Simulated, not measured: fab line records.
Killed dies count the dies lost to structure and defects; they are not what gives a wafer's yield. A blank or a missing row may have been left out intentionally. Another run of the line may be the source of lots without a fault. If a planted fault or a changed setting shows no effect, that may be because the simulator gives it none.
fab line records    flow n5-finfet
record: lots: 10  wafers: 30  last-day: 17
route steps=1938 shown BEOL_M9@1421
lots untouched by any fault: they come from a run of this same line in which no faults occurred
start-h: hours from the record's first day to the start of the lot's first wafer shown    wait-h: time in hours since the lot's previous step    " repeats the value in the row above    L1.1+2: one row covering several wafers at once    - value missing, or start not given    * or withheld: withheld    < > ~ a bound
route shown NAME@n: a module of which the file shows steps, and the number in the route of the first    usual: average and standard deviation across the fault-free wafers    same: alike in all rows    chamber/n: place in a boat    sites: the reading at each site    _std_site: standard deviation across them    _edge_site: the outer-site mean with the inner-site mean subtracted    radius-mm: how far each site lies from the wafer's centre    mask NAME#n: copy n    behind: tool/chamber where the wafer was last shaped    hold: why the lot went on hold/how many hours it stayed there/how the hold came to an end    device: names the non-switching transistor (n, p or np)    end of line: tests run on the same wafers once the route is complete    step lacking rows: just its recipe    killed: at the first sort, the dies lost to defects and structure; wafer yield is something else    map: per-die view of a wafer (x killed, . not killed, _ where there is no die)
set.NAME: the setting the step ran with; set.NAME@STEP: the setting that earlier step ran with    model.NAME: the simulator's own value behind a step, which no gauge read
steps of the route over a sample of lots; a table a step, a row a wafer
services: a tool's chamber out of use, with start hour (start-h, from the record's first day; less than 0 if before it), hours out, and reason
== steps ==
step: N5_BEOL_M9_STRIP_67
recipe: chemistry: CF4  resist: SiARC  power-w: 300  bias-power-w: 75  pressure-mtorr: 50  cf4-flow-sccm: 150  rf-frequency-hz: 6e+07
usual: cf4-flow-sccm: 150.0/0.51  drypump-motor-current-A: 5.5/0.42  oes-product-au: 0.79/0.085  power-w: 299.9/0.83  rf-vpp-V: 271.5/1.5  showerhead-plenum-p-Torr: 1.81/0.053  throttle-valve-pct: 13.57/0.21
lot.wafer  tool         chamber  start-h  wait-h  cf4-flow-sccm  drypump-motor-current-A  oes-product-au  power-w  rf-hours-counter-h  rf-vpp-V  showerhead-plenum-p-Torr  throttle-valve-pct
L362.1     rie-diel-03  1        202.95   0.0     149.2          5.2                      0.71            301.1    209                 272.1     1.85                      13.67
L362.5     "            3        "        "       150.1          5.1                      0.83            300.3    -                   271.3     1.81                      13.46
L362.6     "            0        "        "       150.3          5.4                      0.70            299.8    -                   272.4     1.85                      13.64
L363.1     rie-diel-05  0        216.02   0.0     149.7          5.3                      0.76            299.5    168                 271.3     1.79                      13.44
L363.2     "            3        "        "       150.1          5.4                      0.73            300.3    182                 272.5     1.86                      13.64
L363.4     "            2        "        "       149.2          6.0                      0.68            299.7    249                 272.1     1.77                      13.97
L364.4     rie-diel-06  3        224.11   0.0     151.6          6.8                      0.86            300.5    52                  273.0     1.82                      13.36
L364.5     "            3        "        "       151.5          6.7                      0.86            300.2    -                   271.5     1.82                      13.37
L364.6     "            2        "        "       150.1          5.7                      0.73            299.3    -                   269.4     1.73                      13.96
L365.1     rie-diel-05  1        225.70   0.0     150.1          5.6                      0.93            298.9    6                   273.1     1.90                      13.48
L365.2     "            0        "        "       150.2          5.3                      0.76            299.5    172                 271.0     1.79                      13.45
L365.6     "            3        "        "       149.9          5.4                      0.73            298.8    -                   273.2     1.86                      13.66
L366.1     rie-diel-05  0        225.95   0.0     149.6          5.3                      0.75            298.8    172                 272.1     1.79                      13.44
L366.4     "            3        "        "       149.7          5.4                      0.74            300.4    -                   272.2     1.86                      13.65
L366.6     "            0        "        "       150.2          5.3                      0.75            299.4    -                   270.9     1.79                      13.45
L369.2     rie-diel-06  3        255.09   0.0     150.1          6.8                      0.85            298.9    62                  273.2     1.82                      13.37
L369.4     "            1        "        "       150.5          5.3                      0.84            297.9    84                  270.9     1.82                      13.64
L369.6     "            0        "        "       149.5          5.5                      0.74            299.9    -                   270.9     1.72                      13.82
L377.1     rie-diel-05  3        303.25   0.0     150.1          5.4                      0.72            300.7    209                 272.1     1.85                      13.69
L377.4     "            0        "        "       149.9          5.3                      0.73            299.8    198                 270.5     1.78                      13.49
L377.6     "            2        "        "       149.4          6.0                      0.93            300.3    -                   270.1     1.76                      13.45
L381.1     rie-diel-06  0        315.05   0.0     150.5          5.5                      0.73            299.8    194                 271.8     1.71                      13.87
L381.4     "            3        "        "       150.9          6.8                      0.82            298.3    83                  271.9     1.81                      13.42
L381.6     "            3        "        "       150.0          6.8                      0.82            298.0    -                   270.7     1.81                      13.43
L382.1     rie-diel-05  1        327.35   0.0     150.3          5.6                      0.86            298.9    40                  273.8     1.89                      13.55
L382.2     "            2        "        "       150.2          6.0                      0.90            299.9    27                  270.8     1.76                      13.49
L382.3     "            3        "        "       149.7          5.4                      0.71            300.0    216                 272.1     1.85                      13.73
L383.2     rie-diel-06  0        330.17   0.0     149.3          5.5                      0.73            299.7    198                 270.2     1.71                      13.87
L383.3     "            1        "        "       150.1          5.3                      0.81            299.8    108                 271.4     1.82                      13.69
L383.6     "            1        "        "       149.5          5.3                      0.81            300.0    -                   271.6     1.82                      13.67
step: N5_BEOL_M9_DESCUM_33
recipe: chemistry: O2  time-s: 7  source-power-w: 50  bias-power-w: 20  pressure-mtorr: 20  rf-frequency-hz: 2.712e+07  temp-c: 40  resist: CAR-EUV  o2-flow-sccm: 225
usual: drypump-motor-current-A: 5.5/0.52  oes-product-au: 0.79/0.081  rf-vpp-V: 243.3/1.3  showerhead-plenum-p-Torr: 2.10/0.064  throttle-valve-pct: 20.41/0.25
lot.wafer  tool         chamber  start-h  wait-h  drypump-motor-current-A  oes-product-au  rf-hours-counter-h  rf-vpp-V  showerhead-plenum-p-Torr  throttle-valve-pct
L362.1     rie-diel-06  1        204.08   0.0     5.3                      0.86            68                  242.5     2.12                      20.50
L362.5     "            3        "        "       6.7                      0.87            -                   243.6     2.12                      20.16
L362.6     "            0        "        "       5.4                      0.75            -                   243.2     2.01                      20.65
L363.1     rie-diel-06  1        218.50   0.2     5.3                      0.86            72                  243.8     2.12                      20.48
L363.2     "            0        "        "       5.5                      0.75            162                 242.4     2.01                      20.67
L363.4     "            2        "        "       5.7                      0.74            150                 240.8     2.01                      20.81
L364.4     rie-diel-06  0        226.36   0.1     5.5                      0.75            165                 241.6     2.00                      20.68
L364.5     "            2        "        "       5.7                      0.73            -                   242.3     2.00                      20.82
L364.6     "            3        "        "       6.8                      0.86            -                   242.2     2.12                      20.17
L365.1     rie-diel-03  0        226.72   0.0     5.3                      0.69            207                 243.0     2.16                      20.47
L365.2     "            1        "        "       5.2                      0.69            218                 243.0     2.15                      20.41
L365.6     "            2        "        "       4.8                      0.92            -                   241.1     2.05                      19.89
L366.1     rie-diel-06  0        226.89   0.0     5.5                      0.75            165                 241.8     2.00                      20.68
L366.4     "            1        "        "       5.3                      0.85            75                  244.0     2.12                      20.52
L366.6     "            3        "        "       6.7                      0.86            -                   243.5     2.12                      20.16
L369.2     rie-diel-06  3        257.86   0.0     6.7                      0.85            64                  243.5     2.12                      20.18
L369.4     "            2        "        "       5.7                      0.72            165                 241.8     2.00                      20.84
L369.6     "            0        "        "       5.5                      0.74            -                   242.8     2.00                      20.70
L377.1     rie-diel-05  3        304.40   0.0     5.4                      0.71            209                 243.7     2.17                      20.46
L377.4     "            0        "        "       5.3                      0.72            199                 243.0     2.07                      20.20
L377.6     "            1        "        "       5.6                      0.87            -                   245.6     2.22                      20.47
L381.1     rie-diel-05  1        315.82   0.0     5.6                      0.88            35                  245.2     2.22                      20.46
L381.4     "            2        "        "       6.0                      0.92            23                  242.6     2.05                      20.45
L381.6     "            2        "        "       6.0                      0.92            -                   241.5     2.05                      20.42
L382.1     rie-diel-06  0        328.67   0.1     5.5                      0.74            197                 241.2     1.99                      20.72
L382.2     "            1        "        "       5.3                      0.82            107                 242.9     2.11                      20.54
L382.3     "            2        "        "       5.7                      0.71            187                 242.8     1.99                      20.88
L383.2     rie-diel-03  1        332.15   0.2     5.2                      0.68            247                 242.9     2.14                      20.45
L383.3     "            2        "        "       4.8                      0.86            43                  242.1     2.04                      19.95
L383.6     "            3        "        "       5.1                      0.80            -                   243.3     2.09                      20.33
step: N5_BEOL_M9_STRIP_36
recipe: chemistry: N2/H2  power-w: 450  temp-c: 40  pressure-mtorr: 20  rf-frequency-hz: 6e+07  overash-fraction: 0.3  bias-power-w: 7  h2-frac: 0.5  n2-flow-sccm: 200  h2-flow-sccm: 200
usual: drypump-motor-current-A: 5.5/0.52  oes-product-au: 0.79/0.082  power-w: 449.8/1.3  rf-vpp-V: 59.2/1.6  showerhead-plenum-p-Torr: 2.55/0.081  throttle-valve-pct: 23.6/0.35
lot.wafer  tool         chamber  start-h  wait-h  drypump-motor-current-A  oes-product-au  power-w  rf-hours-counter-h  rf-vpp-V  showerhead-plenum-p-Torr  throttle-valve-pct
L362.1     rie-diel-06  1        204.32   0.0     5.4                      0.87            450.9    68                  58.8      2.58                      23.9
L362.5     "            3        "        "       6.8                      0.87            452.7    -                   62.7      2.58                      23.2
L362.6     "            0        "        "       5.5                      0.76            449.8    -                   59.3      2.42                      23.8
L363.1     rie-diel-06  1        218.74   0.0     5.3                      0.86            448.8    72                  59.1      2.58                      23.9
L363.2     "            0        "        "       5.5                      0.75            450.2    162                 58.0      2.42                      23.8
L363.4     "            2        "        "       5.7                      0.74            450.1    150                 57.8      2.44                      24.2
L364.4     rie-diel-06  0        226.60   0.0     5.5                      0.76            449.2    165                 58.8      2.42                      23.8
L364.5     "            2        "        "       5.8                      0.73            446.1    -                   60.1      2.44                      24.2
L364.6     "            3        "        "       6.8                      0.87            451.3    -                   60.3      2.58                      23.3
L365.1     rie-diel-03  0        226.97   0.0     5.3                      0.70            448.7    207                 59.1      2.63                      23.7
L365.2     "            1        "        "       5.2                      0.70            449.4    218                 59.7      2.62                      23.6
L365.6     "            2        "        "       4.8                      0.93            451.2    -                   61.2      2.48                      23.0
L366.1     rie-diel-06  0        227.13   0.0     5.5                      0.75            450.8    165                 58.4      2.42                      23.8
L366.4     "            1        "        "       5.3                      0.85            449.8    75                  61.1      2.58                      23.9
L366.6     "            3        "        "       6.8                      0.85            449.5    -                   60.7      2.58                      23.3
L369.2     rie-diel-06  3        258.10   0.0     6.8                      0.85            510.9    64                  58.9      2.57                      23.3
L369.4     "            2        "        "       5.7                      0.71            448.7    165                 57.8      2.44                      24.3
L369.6     "            0        "        "       5.5                      0.75            448.1    -                   58.7      2.42                      23.8
L377.1     rie-diel-05  3        304.64   0.0     5.4                      0.72            449.9    210                 58.7      2.62                      23.5
L377.4     "            0        "        "       5.3                      0.73            447.8    199                 61.1      2.52                      23.2
L377.6     "            1        "        "       5.6                      0.88            451.3    -                   59.6      2.69                      23.8
L381.1     rie-diel-05  1        316.06   0.0     5.6                      0.87            450.0    36                  62.2      2.69                      23.7
L381.4     "            2        "        "       6.0                      0.92            450.5    23                  60.3      2.48                      24.0
L381.6     "            2        "        "       6.0                      0.92            448.8    -                   59.4      2.48                      24.0
L382.1     rie-diel-06  0        328.91   0.0     5.5                      0.72            453.4    197                 59.6      2.41                      23.8
L382.2     "            1        "        "       5.4                      0.81            450.5    107                 58.3      2.57                      23.9
L382.3     "            2        "        "       5.7                      0.72            453.3    187                 60.1      2.43                      24.3
L383.2     rie-diel-03  1        332.39   0.0     5.2                      0.67            449.1    247                 58.8      2.60                      23.7
L383.3     "            2        "        "       4.8                      0.85            449.0    43                  56.8      2.47                      23.1
L383.6     "            3        "        "       5.1                      0.80            450.0    -                   61.3      2.54                      23.5
step: N5_BEOL_M9_DEGAS_44
recipe: ambient: vacuum  temp-c: 250  time-s: 60
usual: heater-power-w: 312/17
lot.wafer  tool            chamber  start-h  wait-h  heater-power-w
L362.1     pvd-sputter-01  -        207.45   2.3     301
L362.5     "               -        "        "       325
L362.6     "               -        "        "       319
L363.1     pvd-sputter-01  -        219.81   0.6     326
L363.2     "               -        "        "       308
L363.4     "               -        "        "       322
L364.4     pvd-sputter-01  -        227.63   0.4     298
L364.5     "               -        "        "       317
L364.6     "               -        "        "       305
L365.1     pvd-sputter-01  -        227.71   0.3     320
L365.2     "               -        "        "       325
L365.6     "               -        "        "       320
L366.1     pvd-sputter-01  -        228.19   0.6     315
L366.4     "               -        "        "       298
L366.6     "               -        "        "       322
L369.2     pvd-sputter-02  -        258.99   0.4     296
L369.4     "               -        "        "       321
L369.6     "               -        "        "       331
L377.1     pvd-sputter-03  -        305.58   0.5     303
L377.4     "               -        "        "       351
L377.6     "               -        "        "       310
L381.1     pvd-sputter-02  -        317.34   0.8     324
L381.4     "               -        "        "       279
L381.6     "               -        "        "       273
L382.1     pvd-sputter-02  -        330.11   0.6     325
L382.2     "               -        "        "       338
L382.3     "               -        "        "       291
L383.2     pvd-sputter-01  -        335.35   2.2     317
L383.3     "               -        "        "       301
L383.6     "               -        "        "       320
== services ==
tool         chamber  start-h  hours  kind
rie-diel-05  1        189.36   -      clean
rie-diel-05  1        189.36   -      consumable-replace:focus-ring
rie-diel-05  1        189.36   -      consumable-replace:showerhead
rie-diel-05  1        189.36   17.0   scheduled-down
rie-diel-05  1        189.36   17.0   vent-cycle
rie-diel-03  2        208.36   12.5   repair
rie-diel-03  3        217.87   22.0   repair
rie-diel-05  2        219.60   -      clean
rie-diel-05  2        219.60   -      consumable-replace:focus-ring
rie-diel-05  2        219.60   16.4   scheduled-down
rie-diel-05  2        219.60   16.4   vent-cycle
rie-diel-05  3        240.96   8.6    repair
rie-diel-05  2        283.44   5.7    repair
rie-diel-03  1        291.24   4.8    repair
rie-diel-03  -        296.14   0.2    repair
rie-diel-06  -        307.82   0.2    repair
== key ==
first-sign: step: N5_BEOL_M9_STRIP_36  reading: power-w  direction: up  sigmas: 49  usual: *  struck: *
effect none on later readings
met-at N5_BEOL_M9_STRIP_36
struck-lots L369
struck-wafers L369.2
not-acting-at N5_BEOL_M9_STRIP_67,N5_BEOL_M9_DESCUM_33,N5_BEOL_M9_DEGAS_44
onset-between 227.13 258.10
fault: kind: process-parameter-drift  tool: rie-diel-06  chamber: 3  onset-h: 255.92  steps: N5_BEOL_M9_STRIP_36  channel: power-w  offset: *  shape: step  end-h: 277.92  acts-in: *  stated: *
